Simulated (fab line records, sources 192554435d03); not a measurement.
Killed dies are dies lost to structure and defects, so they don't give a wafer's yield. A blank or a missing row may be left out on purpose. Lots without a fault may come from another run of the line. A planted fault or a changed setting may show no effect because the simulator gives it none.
fab line records | flow n5_finfet
record lots=7 wafers=21
route steps=1938 shown MOL_CONTACT_COAG@566 BEOL_M0_SAQP@633 BEOL_M0@726 BEOL_M1@789 PASSIVATION@1936
start_h: hours from the record's first day to the start of the lot's first wafer shown | wait_h: hours since the lot's step before | " the same as in the row above | L1.1+2: a row that stands for several wafers | - no value, or no start given | * or withheld: withheld | < > ~ a bound
route shown NAME@n: a module of which the file shows steps, and the number in the route of the first | usual: mean/standard deviation of fault-free wafers | same: alike in all rows | chamber/n: place in a boat | sites: the reading at each site | _std_site: their standard deviation | _edge_site: outer sites' mean less inner sites' | radius_mm: how far each site lies from the wafer's centre | mask NAME#n: copy n | behind: the tool/chamber that last shaped the wafer | hold: why the lot was held/for how many hours/how that ended | device: the transistor (n, p or np) that didn't switch | end of line: the same wafers' tests at the end of the route | a step without rows: its recipe alone | killed: dies lost to structure and defects at the first sort, not the wafer's yield | map: a wafer's dies, x killed, . not, _ none there
set.NAME: the setting as run; set.NAME@STEP: as run at that earlier step | model.NAME: the simulator's own value behind a step, which no gauge read
lots whose settings were changed on purpose; a table a step, a row a wafer
## steps
# step N5_MOL_CONTACT_COAG_COAT_77
# recipe resist=underlayer temp_c=205 time_s=60 spin_rpm=1500 resist_thk_nm=10
# columns lot.wafer tool chamber start_h wait_h set.spin_rpm model.underlayer_of_MOL_CONTACT_COAG_COAT_77.thk_nm
L076.1+4+5 litho_track-02 0 - - 1500 10
L078.2+5+6 litho_track-05 0 - - 1500 10
L079.2+3+5 litho_track-03 0 - - 1500 10
L082.2 litho_track-03 0 - - 1405 10.4
L082.4+6 " 0 " " 1500 10
L086.1+5+6 litho_track-05 0 - - 1500 10
L089.4 litho_track-05 0 - - 1500 10
L089.5+6 " 0 " " 1625 9.6
L094.2+3+4 litho_track-02 0 - - 1500 10
# step N5_MOL_CONTACT_COAG_COAT_78
# recipe resist=CAR-EUV spin_rpm=1500 resist_thk_nm=40
# step N5_MOL_CONTACT_COAG_EBR_80
# recipe solvent=PGMEA ebr_width_mm=1.5
# step N5_MOL_CONTACT_COAG_DESCUM_88
# recipe chemistry=O2 time_s=7 source_power_w=50 bias_power_w=20 pressure_mtorr=20 rf_frequency_hz=2.712e+07 temp_c=40 resist=CAR-EUV o2_flow_sccm=225
# step N5_MOL_CONTACT_COAG_ETCH_89
# recipe chemistry=N2/H2 target=underlayer target_depth_a=130 mask_material=CAR-EUV time_s=10.4 ion_energy_ev=200 pressure_mtorr=30 source_w=840 bias_w=150 n2_flow_sccm=200 h2_flow_sccm=200 ends=cleared
# columns lot.wafer tool chamber start_h wait_h set.spin_rpm@MOL_CONTACT_COAG_COAT_77 model.etch.depth_nm
L076.1 rie_diel-04 0 115.32 0.0 1500 9.961
L076.4 " 1 " " 1500 9.967
L076.5 " 1 " " 1500 9.959
L078.2 rie_diel-02 3 119.52 0.0 1500 9.992
L078.5 " 0 " " 1500 9.971
L078.6 " 1 " " 1500 9.98
L079.2+3+5 rie_diel-01 3,2,0 127.14 0.0 1500 10.01
L082.2 rie_diel-01 3 149.18 0.0 1405 10.4
L082.4 " 1 " " 1500 10.01
L082.6 " 0 " " 1500 10.05
L086.1 rie_diel-01 3 167.68 0.0 1500 9.981
L086.5 " 1 " " 1500 10.02
L086.6 " 0 " " 1500 9.998
L089.4 rie_diel-01 3 189.70 0.0 1500 10
L089.5 " 0 " " 1625 9.625
L089.6 " 3 " " 1625 9.615
L094.2 rie_diel-02 0 218.46 0.0 1500 10.02
L094.3 " 3 " " 1500 9.965
L094.4 " 1 " " 1500 9.99
# step N5_MOL_CONTACT_COAG_ETCH_90
# recipe chemistry=CF4 target=SiARC target_depth_a=130 mask_material=CAR-EUV time_s=21.7 ion_energy_ev=80 pressure_mtorr=40 source_w=545 bias_w=36 Ar_flow_sccm=100 cf4_flow_sccm=100 ends=cleared
# columns lot.wafer tool chamber start_h wait_h set.spin_rpm@MOL_CONTACT_COAG_COAT_77 model.CAR-EUV_of_MOL_CONTACT_COAG_COAT_78.thk_nm
L076.1+4+5 rie_diel-04 0,1,1 115.34 0.0 1500 16.8
L078.2 rie_diel-02 3 119.54 0.0 1500 17
L078.5+6 " 0,1 " " 1500 16.8
L079.2+3 rie_diel-01 3,2 127.16 0.0 1500 17.2
L079.5 " 0 " " 1500 17
L082.2 rie_diel-01 3 149.20 0.0 1405 16.8
L082.4+6 " 1,0 " " 1500 17.2
L086.1+6 rie_diel-01 3,0 167.70 0.0 1500 17
L086.5 " 1 " " 1500 16.8
L089.4 rie_diel-01 3 189.71 0.0 1500 16.8
L089.5+6 " 0,3 " " 1625 17.4
L094.2+4 rie_diel-02 0,1 218.48 0.0 1500 16.8
L094.3 " 3 " " 1500 17
# step N5_MOL_CONTACT_COAG_ALD_131
# recipe material=SiO2 target_thk_a=50 temp_c=100 ald_precursor_family=BDEAS ald_co_reactant=O2-plasma pulse_time_s=1 co_reactant_pulse_time_s=1 purge_time_s=2 co_reactant_purge_time_s=2 ald_cycles=35 pressure_torr=2
# step N5_MOL_CONTACT_COAG_ETCHBACK_132
# recipe chemistry=CHF3 target=SiO2 target_depth_a=100 time_s=6.7 ion_energy_ev=200 pressure_mtorr=30 source_w=610 bias_w=170 Ar_flow_sccm=200 CHF3_flow_sccm=50
# step N5_MOL_CONTACT_COAG_ETCHBACK_135
# recipe chemistry=CHF3 target=SiO2 target_depth_a=250 time_s=16.7 ion_energy_ev=200 pressure_mtorr=30 source_w=610 bias_w=170 Ar_flow_sccm=200 CHF3_flow_sccm=50
# step N5_MOL_CONTACT_COAG_STRIP_118
# recipe chemistry=CHF3 resist=SiARC rf_frequency_hz=6e+07
# step N5_MOL_CONTACT_COAG_VIA_ETCH_46
# recipe chemistry=C4F6/O2 target_depth_a=460 overetch_a=92 mask_material=SOC target=SiO2 bias_w=455 pressure_mtorr=10 time_s=40 source_w=325 Ar_flow_sccm=300 C4F6_flow_sccm=10 O2_flow_sccm=10 ion_energy_ev=575.3 ends=end_point
# columns lot.wafer tool chamber start_h wait_h set.temp_c@MOL_CONTACT_COAG_PECVD_31 model.etch.depth_nm
L076.1 rie_diel-04 3 115.94 0.0 414.2 41.89
L076.4 " 2 " " 400 46.57
L076.5 " 0 " " 400 46.47
L078.2 rie_diel-02 2 120.18 0.0 382.5 50.82
L078.5 " 2 " " 400 46.34
L078.6 " 3 " " 382.5 51.5
L079.2 rie_diel-02 0 127.71 0.0 400 45.5
L079.3 " 3 " " 400 45.98
L079.5 " 1 " " 400 46.71
L082.2 rie_diel-04 2 149.67 0.0 400 45.91
L082.4 " 1 " " 400 46.33
L082.6 " 0 " " 400 45.1
L086.1 rie_diel-04 2 168.11 0.0 400 45.84
L086.5 " 2 " " 400 47.13
L086.6 " 1 " " 400 46.32
L089.4 rie_diel-01 2 190.25 0.0 400 46.65
L089.5 " 1 " " 416.5 42.72
L089.6 " 0 " " 416.5 42.16
L094.2 rie_diel-02 2 219.09 0.0 400 46.66
L094.3 " 1 " " 400 46.91
L094.4 " 0 " " 400 46.93
# step N5_BEOL_M0_SAQP_ILD_DEP_01
# recipe material=SiOC target_thk_a=454.19 temp_c=350 precursor=DEMS/O2 pressure_torr=5 rf_w=500 time_s=8.7
# columns lot.wafer tool chamber start_h wait_h set.time_s model.SiOC_of_BEOL_M0_SAQP_ILD_DEP_01.thk_nm
L076.1 pecvd-04 2 122.89 0.0 7.732 40.2
L076.4 " 2 " " 7.732 41
L076.5 " 1 " " 8.7 45.6
L078.2 pecvd-04 2 129.66 0.0 9.508 50
L078.5 " 1 " " 8.7 45.6
L078.6 " 2 " " 8.7 46.4
L079.2 pecvd-02 0 134.34 0.0 7.452 38.4
L079.3+5 " 1,0 " " 7.452 39
L082.2 pecvd-02 0 155.45 0.0 8.7 44.2
L082.4 " 2 " " 8.7 45.8
L082.6 " 0 " " 8.7 45.4
L086.1 pecvd-04 2 173.99 0.0 8.7 45
L086.5 " 0 " " 8.7 44.8
L086.6 " 2 " " 8.7 45.8
L089.4+6 pecvd-03 2,1 197.08 0.0 8.7 45.8
L089.5 " 0 " " 8.7 44.8
L094.2 pecvd-02 2 225.30 0.0 8.7 46.4
L094.3+4 " 1,0 " " 8.7 46
# step N5_BEOL_M0_SAQP_PECVD_04
# recipe material=a-Si target_thk_a=600 temp_c=350 precursor=SiH4/He pressure_torr=3 rf_w=100 time_s=60.2
# columns lot.wafer tool chamber start_h wait_h set.time_s model.a-Si_of_BEOL_M0_SAQP_PECVD_04.thk_nm
L076.1 pecvd-03 0 123.75 0.0 57.27 56.4
L076.4 " 1 " " 60.2 59.6
L076.5 " 0 " " 57.27 57.6
L078.2 pecvd-04 2 134.47 0.0 60.2 60.6
L078.5 " 0 " " 60.2 61.2
L078.6 " 1 " " 60.2 59.8
L079.2 pecvd-04 1 135.37 0.0 57.35 55.8
L079.3 " 2 " " 60.2 59.6
L079.5 " 1 " " 57.35 56.8
L082.2+6 pecvd-04 0,1 156.78 0.0 60.2 59.8
L082.4 " 2 " " 60.2 61
L086.1+6 pecvd-04 2 175.25 0.0 60.2 60
L086.5 " 0 " " 60.2 60.8
L089.4 pecvd-04 2 198.79 0.0 60.2 59.6
L089.5 " 1 " " 56.19 55.8
L089.6 " 0 " " 60.2 60.8
L094.2 pecvd-04 1 226.50 0.0 60.2 60.2
L094.3 " 0 " " 60.2 61
L094.4 " 1 " " 60.2 60.4
# step N5_BEOL_M0_SAQP_THK_MEAS_05
# usual thk_nm=59.9/0.76
# columns lot.wafer tool chamber start_h wait_h set.time_s@BEOL_M0_SAQP_PECVD_04 thk_nm
L076.1 film_metro-01 - 123.85 0.1 57.27 56.3
L076.4 " - " " 60.2 59.6
L076.5 " - " " 57.27 57.5
L078.2 film_metro-01 - 134.56 0.1 60.2 60.7
L078.5 " - " " 60.2 61.2
L078.6 " - " " 60.2 59.7
L079.2 film_metro-01 - 135.46 0.1 57.35 55.8
L079.3 " - " " 60.2 59.5
L079.5 " - " " 57.35 56.8
L082.2 film_metro-02 - 156.87 0.1 60.2 59.8
L082.4 " - " " 60.2 61.0
L082.6 " - " " 60.2 59.9
L086.1 film_metro-01 - 175.35 0.1 60.2 60.0
L086.5 " - " " 60.2 60.8
L086.6 " - " " 60.2 60.0
L089.4 film_metro-02 - 198.86 0.0 60.2 59.6
L089.5 " - " " 56.19 55.9
L089.6 " - " " 60.2 60.7
L094.2 film_metro-02 - 226.63 0.1 60.2 60.1
L094.3 " - " " 60.2 61.0
L094.4 " - " " 60.2 60.3
# step N5_BEOL_M0_SAQP_HM_DEP_111
# recipe material=SiO2 target_thk_a=120 temp_c=400 precursor=SiH4/N2O pressure_torr=0.75 rf_w=275 time_s=7.2
# step N5_BEOL_M0_SAQP_COAT_81
# recipe resist=SOC temp_c=250 time_s=60 spin_rpm=1500 resist_thk_nm=100
# step N5_BEOL_M0_SAQP_ETCH_84
# recipe chemistry=N2/H2 target=SOC target_depth_a=1000 overetch_a=200 mask_material=SiARC temp_c=40 time_s=150 ion_energy_ev=200 pressure_mtorr=30 source_w=840 bias_w=150 n2_flow_sccm=200 h2_flow_sccm=200
# step N5_BEOL_M0_SAQP_STRIP_80
# recipe chemistry=N2/H2 temp_c=40 n2_flow_sccm=200 h2_flow_sccm=200 rf_frequency_hz=6e+07
# step N5_BEOL_M0_SAQP_HM_OPEN_112
# recipe chemistry=CHF3/O2 target=SiO2 stop_on=a-Si target_depth_a=120 over_etch_frac=1.25 mask_material=SOC time_s=13.5 pressure_mtorr=30 source_w=650 bias_w=170 Ar_flow_sccm=200 CHF3_flow_sccm=50 O2_flow_sccm=5 ion_energy_ev=200 ends=end_point
# columns lot.wafer tool chamber start_h wait_h set.time_s@BEOL_M0_SAQP_PECVD_04 model.a-Si_of_BEOL_M0_SAQP_PECVD_04.thk_nm
L076.1 rie_diel-05 2 124.61 0.0 57.27 56.2
L076.4 " 3 " " 60.2 59.6
L076.5 " 3 " " 57.27 57.6
L078.2 rie_diel-05 0 135.20 0.0 60.2 60.6
L078.5 " 2 " " 60.2 61.2
L078.6 " 1 " " 60.2 59.8
L079.2 rie_diel-03 0 136.51 0.0 57.35 55.8
L079.3 " 3 " " 60.2 59.4
L079.5 " 0 " " 57.35 56.8
L082.2+6 rie_diel-05 3,1 157.64 0.0 60.2 59.8
L082.4 " 0 " " 60.2 60.8
L086.1 rie_diel-05 0 176.11 0.0 60.2 59.8
L086.5 " 2 " " 60.2 60.8
L086.6 " 1 " " 60.2 60
L089.4 rie_diel-03 3 199.63 0.0 60.2 59.6
L089.5 " 2 " " 56.19 55.8
L089.6 " 3 " " 60.2 60.8
L094.2 rie_diel-05 1 227.39 0.0 60.2 60.2
L094.3 " 3 " " 60.2 61
L094.4 " 1 " " 60.2 60.4
# step N5_BEOL_M0_SAQP_STRIP_113
# recipe chemistry=CHF3/O2 resist=SiARC rf_frequency_hz=6e+07
# step N5_BEOL_M0_SAQP_MANDREL_ETCH_20
# recipe target_depth_a=600 chemistry=HBr/Cl2 target=a-Si stop_on=SiNx bt_time_s=10 mask_material=SOC over_etch_frac=0.5 time_s=30 pressure_mtorr=10 icp_w=800 bias_w=75 HBr_flow_sccm=150 Cl2_flow_sccm=80 ends=end_point
# columns lot.wafer tool chamber start_h wait_h set.time_s@BEOL_M0_SAQP_PECVD_04 model.etch.depth_nm
L076.1 rie_si-04 3 124.69 0.0 57.27 56.23
L076.4 " 2 " " 60.2 59.6
L076.5 " 0 " " 57.27 57.57
L078.2 rie_si-04 2 135.28 0.0 60.2 60.56
L078.5 " 0 " " 60.2 61.11
L078.6 " 3 " " 60.2 59.77
L079.2 rie_si-01 0 136.59 0.0 57.35 55.82
L079.3 " 2 " " 60.2 59.49
L079.5 " 2 " " 57.35 56.79
L082.2 rie_si-06 0 157.72 0.0 60.2 59.85
L082.4 " 3 " " 60.2 60.86
L082.6 " 2 " " 60.2 59.81
L086.1 rie_si-04 1 176.19 0.0 60.2 59.89
L086.5 " 2 " " 60.2 60.72
L086.6 " 3 " " 60.2 59.98
L089.4 rie_si-06 0 199.71 0.0 60.2 59.57
L089.5 " 0 " " 56.19 55.83
L089.6 " 1 " " 60.2 60.73
L094.2 rie_si-04 1 227.47 0.0 60.2 60.13
L094.3 " 2 " " 60.2 60.97
L094.4 " 0 " " 60.2 60.31
# step N5_BEOL_M0_SAQP_SPACER1_ALD_98
# recipe material=SiO2 target_thk_a=128 temp_c=300 ald_precursor_family=BDEAS ald_co_reactant=O2-plasma pulse_time_s=1 purge_time_s=2 co_reactant_purge_time_s=2 ald_cycles=138 pressure_torr=2
# columns lot.wafer tool chamber start_h wait_h set.ald_cycles model.SiO2_of_BEOL_M0_SAQP_SPACER1_ALD_98.thk_nm
L076.1+5 ald_sin-01 2,1 125.41 0.3 138 12.8
L076.4 " 1 " " 155 14.4
L078.2+5 ald_sin-03 3,2 136.01 0.3 159 14.8
L078.6 " 3 " " 138 12.8
L079.2 ald_sin-02 1 137.23 0.3 138 12.6
L079.3 " 0 " " 123 11.4
L079.5 " 3 " " 138 12.8
L082.2+4+6 ald_sin-03 3,1,0 158.33 0.3 138 12.8
L086.1+6 ald_sin-01 0,3 176.81 0.3 161 15
L086.5 " 2 " " 138 13
L089.4+5 ald_sin-03 3,0 200.69 0.4 156 14.4
L089.6 " 1 " " 138 12.8
L094.2+3+4 ald_sin-01 2,3,0 228.09 0.3 138 12.8
# step N5_BEOL_M0_SAQP_SPACER1_ETCHBACK_99
# recipe chemistry=CHF3/O2 mode=anisotropic_etchback target=SiO2 target_depth_a=154 time_s=7.7 pressure_mtorr=30 source_w=650 bias_w=170 Ar_flow_sccm=200 CHF3_flow_sccm=50 O2_flow_sccm=5 ion_energy_ev=200
# step N5_BEOL_M0_SAQP_MANDREL1_REMOVE_100
# recipe chemistry=HBr/Cl2/O2 bt_time_s=10 target=a-Si stop_on=SiNx endpoint=OES-SiCl over_etch_frac=0.85 icp_w=600 bias_w=30 HBr_flow_sccm=150 Cl2_flow_sccm=80 O2_flow_sccm=5 pressure_mtorr=10
# columns lot.wafer tool chamber start_h wait_h set.ald_cycles@BEOL_M0_SAQP_SPACER1_ALD_98 model.BEOL_M0_SAQP.cd_nm
L076.1 rie_si-06 3 125.98 0.1 138 12.6
L076.4 " 1 " " 155 14.4
L076.5 " 1 " " 138 12.8
L078.2+5 rie_si-06 0 136.68 0.1 159 14.8
L078.6 " 1 " " 138 12.8
L079.2+5 rie_si-04 1 137.79 0.1 138 12.8
L079.3 " 2 " " 123 11.4
L082.2+4+6 rie_si-04 1,0,3 158.89 0.1 138 12.8
L086.1+6 rie_si-01 3,1 177.37 0.1 161 15
L086.5 " 2 " " 138 13
L089.4+5 rie_si-04 0 201.03 0.1 156 14.6
L089.6 " 1 " " 138 12.6
L094.2 rie_si-01 1 228.69 0.1 138 13
L094.3+4 " 0,2 " " 138 12.8
# step N5_BEOL_M0_SAQP_CD_MEAS_25
# recipe target_cd_nm=13.1 landing_energy_ev=1000 detector=se_inlens
# usual cd_nm=12.78/0.25
# columns lot.wafer tool chamber start_h wait_h set.ald_cycles@BEOL_M0_SAQP_SPACER1_ALD_98 cd_nm
L076.1 cd_sem-03 0 126.09 0.1 138 12.51
L076.4 " 0 " " 155 14.22
L076.5 " 0 " " 138 13.04
L078.2 cd_sem-02 0 136.80 0.1 159 15.01
L078.5 " 0 " " 159 14.60
L078.6 " 0 " " 138 13.02
L079.2 cd_sem-01 0 137.90 0.1 138 12.34
L079.3 " 0 " " 123 11.15
L079.5 " 0 " " 138 12.58
L082.2 cd_sem-02 0 159.01 0.1 138 12.61
L082.4 " 0 " " 138 12.42
L082.6 " 0 " " 138 12.67
L086.1 cd_sem-01 0 177.48 0.1 161 15.17
L086.5 " 0 " " 138 13.11
L086.6 " 0 " " 161 15.15
L089.4 cd_sem-01 0 201.15 0.1 156 14.18
L089.5 " 0 " " 156 14.60
L089.6 " 0 " " 138 12.57
L094.2 cd_sem-03 0 228.80 0.1 138 12.91
L094.3 " 0 " " 138 12.86
L094.4 " 0 " " 138 12.85
# step N5_BEOL_M0_SAQP_COAT_105
# recipe resist=SOC temp_c=250 time_s=60 spin_rpm=1500 resist_thk_nm=100
# columns lot.wafer tool chamber start_h wait_h set.spin_rpm model.SOC_of_BEOL_M0_SAQP_COAT_105.thk_nm
L076.1+4 litho_track-01 0 126.73 0.3 1500 100
L076.5 " 0 " " 1500 100.4
L078.2 litho_track-01 0 137.44 0.3 1500 99.8
L078.5 " 0 " " 1500 100
L078.6 " 0 " " 1361 105
L079.2+3 litho_track-04 0 138.55 0.3 1333 106.2
L079.5 " 0 " " 1500 100
L082.2 litho_track-01 0 159.65 0.3 1649 95.4
L082.4 " 0 " " 1500 99.6
L082.6 " 0 " " 1649 95.2
L086.1 litho_track-01 0 178.12 0.3 1500 99.6
L086.5 " 0 " " 1578 97.6
L086.6 " 0 " " 1500 100
L089.4+5 litho_track-01 0 201.80 0.2 1600 97
L089.6 " 0 " " 1600 97.2
L094.2+4 litho_track-05 0 229.68 0.3 1500 99.6
L094.3 " 0 " " 1500 100
# step N5_BEOL_M0_ETCH_109
# recipe chemistry=CH3F/O2 target_depth_a=80 overetch_a=24 target=SiCN time_s=27.4 ion_energy_ev=120 pressure_mtorr=30 source_w=395 bias_w=75 Ar_flow_sccm=150 CH3F_flow_sccm=30 O2_flow_sccm=20
# usual rf_vpp_V=297.4/1.3
# columns lot.wafer tool chamber start_h wait_h set.bias_w rf_vpp_V
L076.1 rie_diel-02 2 135.85 0.4 75 298.0
L076.4 " 3 " " 84.76 321.5
L076.5 " 3 " " 84.76 322.8
L078.2 rie_diel-02 2 142.15 0.0 87.82 327.3
L078.5 " 2 " " 75 297.8
L078.6 " 1 " " 75 298.4
L079.2 rie_diel-04 3 145.41 0.0 75 297.1
L079.3 " 1 " " 85.56 320.1
L079.5 " 3 " " 85.56 321.2
L082.2 rie_diel-04 2 166.89 0.0 75 298.3
L082.4 " 0 " " 75 298.3
L082.6 " 2 " " 75 298.2
L086.1 rie_diel-01 3 184.05 0.0 70.14 286.1
L086.5 " 0 " " 75 296.8
L086.6 " 1 " " 75 298.3
L089.4 rie_diel-04 2 207.72 0.0 75 299.3
L089.5 " 3 " " 75 297.3
L089.6 " 0 " " 71.54 290.4
L094.2 rie_diel-04 0 235.79 0.1 75 298.6
L094.3 " 1 " " 75 295.1
L094.4 " 1 " " 75 294.8
# step N5_BEOL_M1_DESCUM_33
# recipe chemistry=O2 time_s=7 source_power_w=50 bias_power_w=20 pressure_mtorr=20 rf_frequency_hz=2.712e+07 temp_c=40 resist=CAR-EUV o2_flow_sccm=225
# columns lot.wafer tool chamber start_h wait_h set.time_s model.CAR-EUV_of_BEOL_M1_COAT_22.thk_nm
L076.1 rie_diel-06 3 141.16 0.0 6.051 26.6
L076.4+5 " 1 " " 7 26.2
L078.2 rie_diel-03 3 149.55 0.1 5.687 26.6
L078.5 " 3 " " 7 26
L078.6 " 0 " " 5.687 26.8
L079.2 rie_diel-05 1 149.74 0.0 7 26.2
L079.3+5 " 3,1 " " 7.637 25.8
L082.2+4+6 rie_diel-06 1,2,2 172.61 0.0 7 26
L086.1 rie_diel-03 2 189.84 0.0 7 26
L086.5+6 " 2,3 " " 6.446 26.2
L089.4+5 rie_diel-05 0,1 214.08 0.1 7 26
L089.6 " 3 " " 7 26.2
L094.2+3+4 rie_diel-03 3,1,0 240.18 0.0 7 26
# step N5_PASSIVATION_PROBE_49
# usual killed_dies=105/16
# columns lot.wafer tool chamber start_h wait_h set.ald_cycles@BEOL_M0_SAQP_SPACER1_ALD_98 killed_dies
L076.1 prober-02 - 281.80 0.0 138 88
L076.4 prober-02 - 281.95 0.2 155 1165
L076.5 prober-02 - 282.00 0.2 138 87
L078.2 prober-01 - 283.81 0.1 159 1180
L078.5 prober-01 - 283.96 0.2 159 1180
L078.6 prober-01 - 284.01 0.3 138 93
L079.2 prober-01 - 296.99 0.1 138 102
L079.3 prober-01 - 297.04 0.1 123 164
L079.5 prober-01 - 297.14 0.2 138 451
L082.2 prober-02 - 309.78 0.1 138 91
L082.4 prober-02 - 309.88 0.2 138 373
L082.6 prober-02 - 309.98 0.3 138 324
L086.1 prober-02 - 326.50 0.0 161 1180
L086.5 prober-02 - 326.70 0.2 138 101
L086.6 prober-02 - 326.75 0.3 161 1180
L089.4 prober-02 - 346.14 0.2 156 1176
L089.5 prober-02 - 346.19 0.2 156 1175
L089.6 prober-02 - 346.24 0.3 138 477
L094.2 prober-01 - 382.59 0.1 138 100
L094.3 prober-01 - 382.64 0.1 138 113
L094.4 prober-01 - 382.69 0.2 138 103
## key
split step=N5_MOL_CONTACT_COAG_COAT_77 setting=spin_rpm stated=1500 by=wafer
response step=N5_MOL_CONTACT_COAG_COAT_77 reading=model.underlayer_of_MOL_CONTACT_COAG_COAT_77.thk_nm change=-0.0535 per=1% r=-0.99
response step=N5_MOL_CONTACT_COAG_ETCH_89 reading=model.etch.depth_nm change=-0.0504 per=1% r=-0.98
response step=N5_MOL_CONTACT_COAG_ETCH_90 reading=model.CAR-EUV_of_MOL_CONTACT_COAG_COAT_78.thk_nm change=+0.0688 per=1% r=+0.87
split step=N5_BEOL_M0_SAQP_ILD_DEP_01 setting=time_s stated=8.7 by=wafer
response step=N5_BEOL_M0_SAQP_ILD_DEP_01 reading=model.SiOC_of_BEOL_M0_SAQP_ILD_DEP_01.thk_nm change=+0.442 per=1% r=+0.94
split step=N5_BEOL_M0_SAQP_PECVD_04 setting=time_s stated=60.2 by=wafer
response step=N5_BEOL_M0_SAQP_PECVD_04 reading=model.a-Si_of_BEOL_M0_SAQP_PECVD_04.thk_nm change=+0.637 per=1% r=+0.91
response step=N5_BEOL_M0_SAQP_THK_MEAS_05 reading=thk_nm change=* per=1% r=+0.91
response step=N5_BEOL_M0_SAQP_HM_OPEN_112 reading=model.a-Si_of_BEOL_M0_SAQP_PECVD_04.thk_nm change=+0.631 per=1% r=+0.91
response step=N5_BEOL_M0_SAQP_MANDREL_ETCH_20 reading=model.etch.depth_nm change=+0.63 per=1% r=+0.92
split step=N5_BEOL_M0_SAQP_SPACER1_ALD_98 setting=ald_cycles stated=138 by=wafer
response step=N5_BEOL_M0_SAQP_SPACER1_ALD_98 reading=model.SiO2_of_BEOL_M0_SAQP_SPACER1_ALD_98.thk_nm change=+0.125 per=1% r=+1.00
response step=N5_BEOL_M0_SAQP_MANDREL1_REMOVE_100 reading=model.BEOL_M0_SAQP.cd_nm change=+0.133 per=1% r=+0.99
response step=N5_BEOL_M0_SAQP_CD_MEAS_25 reading=cd_nm change=+0.124 per=1% r=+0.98
response step=N5_PASSIVATION_PROBE_49 reading=killed_dies slope=+61.2 per=1% together_with=none explained=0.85
split step=N5_BEOL_M0_SAQP_COAT_105 setting=spin_rpm stated=1500 by=wafer
response step=N5_BEOL_M0_SAQP_COAT_105 reading=model.SOC_of_BEOL_M0_SAQP_COAT_105.thk_nm change=-0.508 per=1% r=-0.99
split step=N5_BEOL_M0_ETCH_109 setting=bias_w stated=75 by=wafer
response step=N5_BEOL_M0_ETCH_109 reading=rf_vpp_V change=+1.74 per=1% r=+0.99
split step=N5_BEOL_M1_DESCUM_33 setting=time_s stated=7 by=wafer
response step=N5_BEOL_M1_DESCUM_33 reading=model.CAR-EUV_of_BEOL_M1_COAT_22.thk_nm change=-0.0349 per=1% r=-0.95
split outside_this_file step=N5_MOL_CONTACT_COAG_PECVD_31 setting=temp_c
# split outside_this_file: this setting was split too, and the file shows its column; the key of that split is in another file
